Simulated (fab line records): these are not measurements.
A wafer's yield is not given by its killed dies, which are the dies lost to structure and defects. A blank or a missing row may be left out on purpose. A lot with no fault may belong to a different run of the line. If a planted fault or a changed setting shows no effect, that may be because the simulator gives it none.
fab line records	flow n5-finfet	part 1 of 2: steps 1 to 4 of 6
[record] lots = 21	wafers = 63	last-day = 18
route steps=1938 shown BEOL_M6@1232 BEOL_M7@1300
lots that met no fault: taken from a fault-free run of the same line
start-h: hours from the record's opening day to when the first of the lot's shown wafers began	wait-h: hours from the lot's prior step to this one	" unchanged from the row above	L1.1+2: several wafers, shown together as one row	- no value, or no start given	* or withheld: withheld	< > ~ a bound
route shown NAME@n: NAME is a module with steps in the file, n the number in the route of the first one	usual: average and standard deviation across the fault-free wafers	same: alike in all rows	chamber/n: place in a boat	sites: per-site readings	_std_site: the standard deviation of these	_edge_site: outer sites' mean less inner sites'	radius-mm: for every site, how far away it sits from the centre of the wafer	mask NAME#n: copy n	behind: tool/chamber where the wafer was last shaped	hold: what put the lot on hold/how long, in hours/how the hold closed	device: the transistor (n, p or np) that didn't switch	end of line: tests of these same wafers at the route's end	a step with no rows: only its recipe	killed: dies lost to structure and defects at the first sort, not the wafer's yield	map: a wafer's dies, x killed, . not, _ none there
set.NAME: setting as actually run; set.NAME@STEP: the setting as run at that earlier step	model.NAME: the simulator's own value behind a step, which no gauge read
the route's steps for a sample of lots (tables are steps, rows are wafers)
services: a tool's chamber out of use, with start hour (start-h, from the record's first day; less than 0 if before it), hours out, and reason
[[steps]]
[step N5_BEOL_M6_ETCH_65]
[recipe] chemistry = CF4	target = SiARC	target-depth-a = 156	mask-material = CAR-EUV	time-s = 26	ion-energy-ev = 80	pressure-mtorr = 40	source-w = 545	bias-w = 36	Ar_flow_sccm = 100	cf4-flow-sccm = 100	ends = cleared
[usual] drypump-motor-current-A = 5.6/0.44	etch-rf-on-time-s = 25.8/0.83	oes-product-au = 0.66/0.072	rf-vpp-V = 184.0/1.2	showerhead-plenum-p-Torr = 2.14/0.07	throttle-valve-pct = 15.59/0.21
lot.wafer	tool	chamber	start-h	wait-h	drypump-motor-current-A	etch-rf-on-time-s	oes-product-au	rf-hours-counter-h	rf-vpp-V	showerhead-plenum-p-Torr	throttle-valve-pct
L074.3	rie-diel-01	3	196.59	0.0	6.6	27.3	0.57	214	184.7	2.20	15.39
L074.4	"	2	"	"	5.3	25.7	0.70	86	184.8	2.16	15.26
L074.5	"	1	"	"	6.0	26.4	0.61	-	183.3	2.05	15.85
L076.2	rie-diel-05	3	209.62	0.0	5.2	26.0	0.72	57	182.0	2.10	15.47
L076.4	"	0	"	"	5.4	25.8	0.59	233	184.7	2.10	15.74
L076.5	"	3	"	"	5.2	25.8	0.72	-	183.8	2.10	15.47
L075.3	rie-diel-06	2	212.60	0.0	5.9	24.7	0.74	80	183.4	2.08	15.56
L075.4	"	1	"	"	5.5	26.0	0.79	20	183.1	2.10	15.39
L075.6	"	3	"	"	5.5	26.5	0.62	-	186.0	2.24	15.68
L077.4	rie-diel-06	2	221.59	0.0	5.8	24.4	0.75	83	183.8	2.08	15.54
L077.5	"	0	"	"	5.5	24.1	0.67	-	183.2	2.06	15.77
L077.6	"	3	"	"	5.5	26.4	0.62	-	184.5	2.24	15.67
L081.2	rie-diel-06	3	225.36	0.0	5.5	26.3	0.62	188	186.0	2.24	15.68
L081.4	"	2	"	"	5.9	24.4	0.73	84	184.2	2.08	15.57
L081.6	"	3	"	"	5.5	26.1	0.62	-	184.6	2.24	15.67
L080.2	rie-diel-01	2	233.05	0.0	5.3	25.0	0.70	99	183.5	2.15	15.28
L080.5	"	3	"	"	6.6	26.7	0.57	-	184.7	2.19	15.40
L080.6	"	1	"	"	6.0	25.9	0.60	-	183.1	2.05	15.88
L079.1	rie-diel-01	1	242.29	0.0	6.0	26.1	0.60	226	183.5	2.05	15.89
L079.5	"	3	"	"	6.6	27.0	0.56	-	184.9	2.19	15.40
L079.6	"	2	"	"	5.3	25.6	0.69	-	183.3	2.15	15.29
L084.1	rie-diel-01	2	264.67	0.0	5.3	25.5	0.69	111	184.0	2.15	15.31
L084.4	"	0	"	"	5.2	25.7	0.60	247	184.9	2.18	15.84
L084.5	"	2	"	"	5.3	25.6	0.68	-	184.0	2.15	15.31
L083.1	rie-diel-05	2	264.85	0.0	5.1	26.8	0.59	209	184.2	2.21	15.71
L083.2	"	1	"	"	5.3	25.5	0.70	110	183.4	2.24	15.39
L083.5	"	3	"	"	5.2	25.6	0.70	-	185.0	2.09	15.51
L082.2	rie-diel-01	1	265.07	0.0	6.0	26.8	0.59	234	181.9	2.04	15.90
L082.3	"	3	"	"	6.6	26.8	0.57	236	182.9	2.19	15.42
L082.4	"	2	"	"	5.3	25.7	0.68	111	185.1	2.15	15.33
L088.1	rie-diel-05	2	273.53	0.0	5.0	26.6	0.59	212	185.5	2.21	15.72
L088.2	"	1	"	"	5.3	25.4	0.69	113	186.9	2.24	15.40
L088.3	"	0	"	"	5.4	25.5	0.85	2	183.4	2.09	15.28
L085.2	rie-diel-06	1	273.62	0.0	5.6	26.3	0.75	43	183.2	2.10	15.43
L085.4	"	2	"	"	5.9	24.6	0.72	103	184.1	2.07	15.60
L085.5	"	0	"	"	5.5	24.3	0.64	-	183.9	2.05	15.81
L089.4	rie-diel-05	1	278.65	0.0	5.3	25.7	0.70	115	184.2	2.24	15.41
L089.5	"	2	"	"	5.1	27.2	0.59	-	184.6	2.21	15.72
L089.6	"	1	"	"	5.3	25.9	0.70	-	183.9	2.24	15.40
L087.2	rie-diel-06	0	278.69	0.0	5.5	24.5	0.65	180	182.7	2.05	15.83
L087.4	"	1	"	"	5.5	26.1	0.75	45	184.2	2.10	15.44
L087.5	"	3	"	"	5.5	26.5	0.61	-	183.9	2.23	15.71
L090.2	rie-diel-01	3	287.98	0.0	6.6	26.6	0.56	247	184.7	2.18	15.43
L090.3	"	1	"	"	6.0	26.2	0.59	245	184.1	2.04	15.94
L090.6	"	3	"	"	6.6	26.7	0.56	-	185.1	2.18	15.44
L091.1	rie-diel-05	2	290.91	0.0	5.1	26.9	0.59	218	185.9	2.21	15.75
L091.3	"	3	"	"	5.2	26.2	0.69	87	181.9	2.09	15.54
L091.6	"	2	"	"	5.1	27.0	0.58	-	185.6	2.21	15.71
L092.1	rie-diel-06	0	309.89	0.0	5.5	24.4	0.64	193	183.5	2.05	15.86
L092.4	"	1	"	"	5.5	26.3	0.74	59	184.5	2.09	15.46
L092.5	"	3	"	"	5.4	26.6	0.60	-	185.1	2.22	15.75
L093.2	rie-diel-06	2	320.40	0.0	5.9	24.6	0.71	118	184.0	2.07	15.63
L093.3	"	0	"	"	5.5	24.4	0.63	197	183.1	2.05	15.84
L093.6	"	2	"	"	5.8	24.7	0.70	-	182.4	2.07	15.63
L096.1	rie-diel-06	3	331.61	0.0	5.5	26.4	0.60	228	184.3	2.22	15.74
L096.3	"	2	"	"	5.8	25.0	0.70	123	182.3	2.06	15.62
L096.6	"	0	"	"	5.5	24.6	0.63	-	182.3	2.05	15.84
L094.1	rie-diel-01	0	335.92	0.0	5.2	25.1	0.80	14	184.1	2.18	15.38
L094.4	"	1	"	"	6.0	26.4	0.58	-	181.8	2.03	15.98
L094.5	"	3	"	"	6.6	26.8	0.82	-	183.6	2.18	14.99
L095.1	rie-diel-06	2	354.63	0.0	5.8	24.8	0.70	130	182.5	2.06	15.65
L095.3	"	1	"	"	5.6	26.3	0.72	74	183.5	2.09	15.49
L095.5	"	3	"	"	5.5	26.6	0.59	-	184.8	2.22	15.76
[step N5_BEOL_M6_STRIP_80]
[recipe] chemistry = N2/H2	time-s = 10	power-w = 450	temp-c = 40	pressure-mtorr = 20	rf-frequency-hz = 6e+07	bias-power-w = 7	n2-flow-sccm = 200	h2-flow-sccm = 200
[usual] drypump-motor-current-A = 5.6/0.43	oes-product-au = 0.77/0.084	rf-vpp-V = 59.2/0.86	showerhead-plenum-p-Torr = 2.53/0.083	throttle-valve-pct = 23.4/0.35
[same] time-s = 10
lot.wafer	tool	chamber	start-h	wait-h	drypump-motor-current-A	oes-product-au	rf-hours-counter-h	rf-vpp-V	showerhead-plenum-p-Torr	throttle-valve-pct
L074.3	rie-diel-01	3	-	-	6.6	0.69	214	60.2	2.59	22.7
L074.4	"	2	"	"	5.3	0.84	86	60.5	2.56	23.3
L074.5	"	1	"	"	6.0	0.71	-	58.4	2.42	24.0
L076.2	rie-diel-05	3	-	-	5.2	0.85	57	59.8	2.48	23.4
L076.4	"	0	"	"	5.4	0.68	233	59.9	2.52	23.9
L076.5	"	3	"	"	5.2	0.85	-	58.1	2.48	23.4
L075.3	rie-diel-06	2	-	-	5.9	0.85	80	59.4	2.44	23.1
L075.4	"	1	"	"	5.6	0.96	20	59.0	2.50	23.5
L075.6	"	3	"	"	5.5	0.73	-	59.5	2.63	23.5
L077.4	rie-diel-06	2	-	-	5.8	0.84	83	60.4	2.44	23.1
L077.5	"	0	"	"	5.5	0.77	-	60.1	2.42	23.6
L077.6	"	3	"	"	5.5	0.72	-	58.6	2.63	23.5
L081.2	rie-diel-06	3	-	-	5.5	0.73	188	60.6	2.63	23.5
L081.4	"	2	"	"	5.9	0.84	84	59.5	2.44	23.1
L081.6	"	3	"	"	5.5	0.72	-	58.1	2.63	23.5
L080.2	rie-diel-01	2	-	-	5.3	0.83	99	60.2	2.56	23.3
L080.5	"	3	"	"	6.6	0.67	-	60.0	2.58	22.8
L080.6	"	1	"	"	6.1	0.70	-	59.8	2.42	24.0
L079.1	rie-diel-01	1	-	-	6.1	0.70	226	59.9	2.42	24.0
L079.5	"	3	"	"	6.6	0.67	-	58.2	2.58	22.8
L079.6	"	2	"	"	5.3	0.82	-	59.2	2.56	23.2
L084.1	rie-diel-01	2	-	-	5.3	0.82	111	58.4	2.55	23.3
L084.4	"	0	"	"	5.2	0.69	247	60.6	2.59	23.8
L084.5	"	2	"	"	5.3	0.81	-	58.8	2.55	23.3
L083.1	rie-diel-05	2	-	-	5.1	0.72	209	60.6	2.61	23.5
L083.2	"	1	"	"	5.3	0.81	110	60.7	2.65	23.0
L083.5	"	3	"	"	5.2	0.83	-	58.9	2.47	23.4
L082.2	rie-diel-01	1	-	-	6.0	0.69	234	58.0	2.41	24.1
L082.3	"	3	"	"	6.6	0.67	237	60.1	2.58	22.8
L082.4	"	2	"	"	5.3	0.81	111	58.7	2.55	23.3
L088.1	rie-diel-05	2	-	-	5.1	0.70	212	58.8	2.61	23.5
L088.2	"	1	"	"	5.3	0.79	114	59.3	2.65	23.0
L088.3	"	0	"	"	5.4	0.99	2	57.9	2.52	23.5
L085.2	rie-diel-06	1	-	-	5.6	0.91	43	58.7	2.49	23.5
L085.4	"	2	"	"	5.9	0.81	103	60.4	2.43	23.2
L085.5	"	0	"	"	5.6	0.75	-	58.9	2.42	23.7
L089.4	rie-diel-05	1	-	-	5.3	0.80	115	59.9	2.65	23.0
L089.5	"	2	"	"	5.1	0.70	-	59.3	2.61	23.5
L089.6	"	1	"	"	5.3	0.80	-	58.4	2.65	23.0
L087.2	rie-diel-06	0	-	-	5.5	0.75	180	58.4	2.41	23.6
L087.4	"	1	"	"	5.6	0.91	45	59.4	2.49	23.5
L087.5	"	3	"	"	5.5	0.71	-	59.0	2.62	23.5
L090.2	rie-diel-01	3	-	-	6.6	0.68	248	60.1	2.57	22.8
L090.3	"	1	"	"	6.0	0.69	245	59.5	2.41	24.1
L090.6	"	3	"	"	6.6	0.66	-	59.0	2.57	22.8
L091.1	rie-diel-05	2	-	-	5.1	0.69	218	59.7	2.61	23.5
L091.3	"	3	"	"	5.2	0.81	87	58.8	2.47	23.4
L091.6	"	2	"	"	5.1	0.70	-	59.6	2.61	23.6
L092.1	rie-diel-06	0	-	-	5.5	0.75	194	59.4	2.41	23.7
L092.4	"	1	"	"	5.6	0.88	59	58.4	2.49	23.5
L092.5	"	3	"	"	5.5	0.70	-	61.2	2.62	23.5
L093.2	rie-diel-06	2	-	-	5.9	0.81	118	58.6	2.43	23.2
L093.3	"	0	"	"	5.5	0.73	197	57.8	2.41	23.7
L093.6	"	2	"	"	5.9	0.80	-	60.5	2.43	23.2
L096.1	rie-diel-06	3	-	-	5.5	0.69	228	60.0	2.61	23.5
L096.3	"	2	"	"	5.9	0.79	123	59.0	2.42	23.2
L096.6	"	0	"	"	5.6	0.74	-	58.3	2.41	23.7
L094.1	rie-diel-01	0	-	-	5.2	0.92	14	58.7	2.58	23.6
L094.4	"	1	"	"	6.1	0.68	-	58.4	2.40	24.1
L094.5	"	3	"	"	6.6	0.98	-	58.7	2.57	22.6
L095.1	rie-diel-06	2	-	-	5.9	0.79	130	58.1	2.42	23.2
L095.3	"	1	"	"	5.5	0.85	74	57.6	2.48	23.6
L095.5	"	3	"	"	5.5	0.68	-	61.1	2.61	23.5
[step N5_BEOL_M6_ALD_77]
[recipe] material = TaN	target-thk-a = 20	temp-c = 275	ald-precursor-family = PDMAT	ald-co-reactant = NH3	pressure-torr = 3	carrier-flow-sccm = 1500	pulse-time-s = 2	purge-time-s = 3	co-reactant-purge-time-s = 2	co-reactant-pulse-time-s = 3	ald-cycles = 40	precursor-vessel-temp-c = 75	precursor-vessel-pressure-torr = 26.25	precursor-vessel-carrier-sccm = 1000
[usual] heater-power-w = 429/39	precursor-vessel-temp-c = 75.00/0.13
[same] co-reactant-pulse-time-s = 3
lot.wafer	tool	chamber	start-h	wait-h	heater-power-w	precursor-vessel-temp-c
L074.3	ald-metal-01	1	198.32	0.0	426	74.94
L074.4	"	0	"	"	446	74.84
L074.5	"	1	"	"	417	74.89
L076.2	ald-metal-03	2	210.73	0.1	491	74.80
L076.4	"	1	"	"	477	75.09
L076.5	"	1	"	"	466	74.98
L075.3	ald-metal-02	2	213.96	0.1	408	74.98
L075.4	"	0	"	"	406	74.89
L075.6	"	1	"	"	405	74.82
L077.4	ald-metal-03	2	225.12	0.0	479	74.97
L077.5	"	0	"	"	491	75.02
L077.6	"	3	"	"	361	74.84
L081.2	ald-metal-01	3	226.72	0.1	405	74.79
L081.4	"	0	"	"	448	75.02
L081.6	"	3	"	"	405	75.10
L080.2	ald-metal-02	0	234.10	0.1	399	75.01
L080.5	"	0	"	"	387	74.95
L080.6	"	3	"	"	460	75.03
L079.1	ald-metal-03	0	243.69	0.2	501	74.89
L079.5	"	1	"	"	480	74.86
L079.6	"	2	"	"	484	74.75
L084.1	ald-metal-01	3	265.91	0.0	405	75.16
L084.4	"	2	"	"	387	75.08
L084.5	"	1	"	"	423	75.16
L083.1	ald-metal-01	3	266.17	0.1	394	75.02
L083.2	"	2	"	"	405	75.02
L083.5	"	1	"	"	421	75.12
L082.2	ald-metal-03	2	266.75	0.3	484	74.91
L082.3	"	3	"	"	362	75.02
L082.4	"	0	"	"	499	75.07
L088.1	ald-metal-01	2	274.58	0.1	393	75.13
L088.2	"	1	"	"	423	74.87
L088.3	"	3	"	"	408	74.83
L085.2	ald-metal-02	3	274.64	0.0	451	75.04
L085.4	"	1	"	"	428	75.12
L085.5	"	0	"	"	400	75.29
L089.4	ald-metal-02	1	279.94	0.1	409	74.73
L089.5	"	3	"	"	449	75.02
L089.6	"	2	"	"	402	75.10
L087.2	ald-metal-01	2	280.00	0.0	416	74.91
L087.4	"	0	"	"	452	75.11
L087.5	"	2	"	"	390	74.81
L090.2	ald-metal-03	1	289.16	0.0	467	75.17
L090.3	"	0	"	"	495	74.99
L090.6	"	3	"	"	364	74.88
L091.1	ald-metal-03	3	292.22	0.0	364	74.82
L091.3	"	2	"	"	486	74.88
L091.6	"	0	"	"	499	74.83
L092.1	ald-metal-01	1	312.14	0.1	413	75.15
L092.4	"	0	"	"	444	75.11
L092.5	"	1	"	"	424	75.04
L093.2	ald-metal-02	1	321.75	0.2	416	75.00
L093.3	"	2	"	"	408	74.99
L093.6	"	2	"	"	407	74.90
L096.1	ald-metal-02	0	333.95	0.1	406	75.25
L096.3	"	2	"	"	409	74.96
L096.6	"	3	"	"	457	75.07
L094.1	ald-metal-03	1	337.06	0.2	469	75.04
L094.4	"	0	"	"	493	75.20
L094.5	"	2	"	"	488	75.24
L095.1	ald-metal-01	1	355.89	0.0	414	75.09
L095.3	"	3	"	"	402	75.18
L095.5	"	2	"	"	392	74.85
[step N5_BEOL_M6_DEP_56]
[recipe] material = SiCN	target-thk-a = 100	temp-c = withheld	precursor = 3MS/NH3	pressure-torr = 3	rf-w = 202	time-s = 17.5
[usual] showerhead-plenum-p-Torr = 3.657/0.0095	throttle-valve-pct = 9.3/0.76
[same] time-s = 17.5
lot.wafer	tool	chamber	start-h	wait-h	showerhead-plenum-p-Torr	throttle-valve-pct
L074.3	pecvd-01	2	199.91	0.0	3.663	8.5
L074.4	"	2	"	"	3.663	8.6
L074.5	"	0	"	"	3.650	10.3
L076.2	pecvd-04	0	213.77	0.0	3.670	8.3
L076.4	"	0	"	"	3.666	8.4
L076.5	"	1	"	"	3.636	8.9
L075.3	pecvd-01	1	215.67	0.0	3.661	10.3
L075.4	"	0	"	"	3.658	10.3
L075.6	"	1	"	"	3.658	10.2
L077.4	pecvd-01	0	226.65	0.0	3.650	10.6
L077.5	"	1	"	"	3.658	10.2
L077.6	"	2	"	"	3.655	8.9
L081.2	pecvd-03	0	228.67	0.0	3.653	9.6
L081.4	"	1	"	"	3.659	10.0
L081.6	"	0	"	"	3.652	9.3
L080.2	pecvd-01	1	236.08	0.0	3.655	9.9
L080.5	"	2	"	"	3.654	8.5
L080.6	"	1	"	"	3.667	10.3
L079.1	pecvd-01	0	247.21	0.0	3.648	10.2
L079.5	"	2	"	"	3.659	8.9
L079.6	"	0	"	"	3.640	10.2
L084.1	pecvd-01	1	267.36	0.0	3.665	10.2
L084.4	"	0	"	"	3.648	10.3
L084.5	"	2	"	"	3.645	8.7
L083.1	pecvd-04	2	267.95	0.0	3.650	8.9
L083.2	"	0	"	"	3.676	8.6
L083.5	"	0	"	"	3.674	8.4
L082.2	pecvd-03	0	269.10	0.0	3.651	9.6
L082.3	"	2	"	"	3.670	8.5
L082.4	"	1	"	"	3.666	10.2
L088.1	pecvd-01	2	276.06	0.0	3.661	8.6
L088.2	"	1	"	"	3.664	10.1
L088.3	"	0	"	"	3.644	10.6
L085.2	pecvd-01	0	276.26	0.0	3.651	10.6
L085.4	"	0	"	"	3.649	10.6
L085.5	"	1	"	"	3.678	10.1
L089.4	pecvd-03	1	281.66	0.0	3.660	9.8
L089.5	"	0	"	"	3.651	9.7
L089.6	"	2	"	"	3.663	9.1
L087.2	pecvd-04	1	281.91	0.0	3.655	8.6
L087.4	"	0	"	"	3.670	8.5
L087.5	"	1	"	"	3.653	8.7
L090.2	pecvd-04	1	290.72	0.0	3.659	8.7
L090.3	"	0	"	"	3.672	8.5
L090.6	"	1	"	"	3.656	8.7
L091.1	pecvd-01	2	293.82	0.0	3.656	8.6
L091.3	"	0	"	"	3.644	10.6
L091.6	"	1	"	"	3.666	10.2
L092.1	pecvd-04	2	313.58	0.0	3.649	8.8
L092.4	"	0	"	"	3.663	8.3
L092.5	"	1	"	"	3.655	8.6
L093.2	pecvd-01	2	325.70	0.0	3.662	8.6
L093.3	"	0	"	"	3.637	10.6
L093.6	"	0	"	"	3.655	10.1
L096.1	pecvd-04	2	336.78	0.0	3.649	9.0
L096.3	"	0	"	"	3.655	8.3
L096.6	"	0	"	"	3.668	8.4
L094.1	pecvd-04	1	338.91	0.0	3.651	8.9
L094.4	"	2	"	"	3.653	9.1
L094.5	"	0	"	"	3.672	8.8
L095.1	pecvd-03	2	357.62	0.0	3.662	9.1
L095.3	"	0	"	"	3.652	9.3
L095.5	"	2	"	"	3.667	8.9
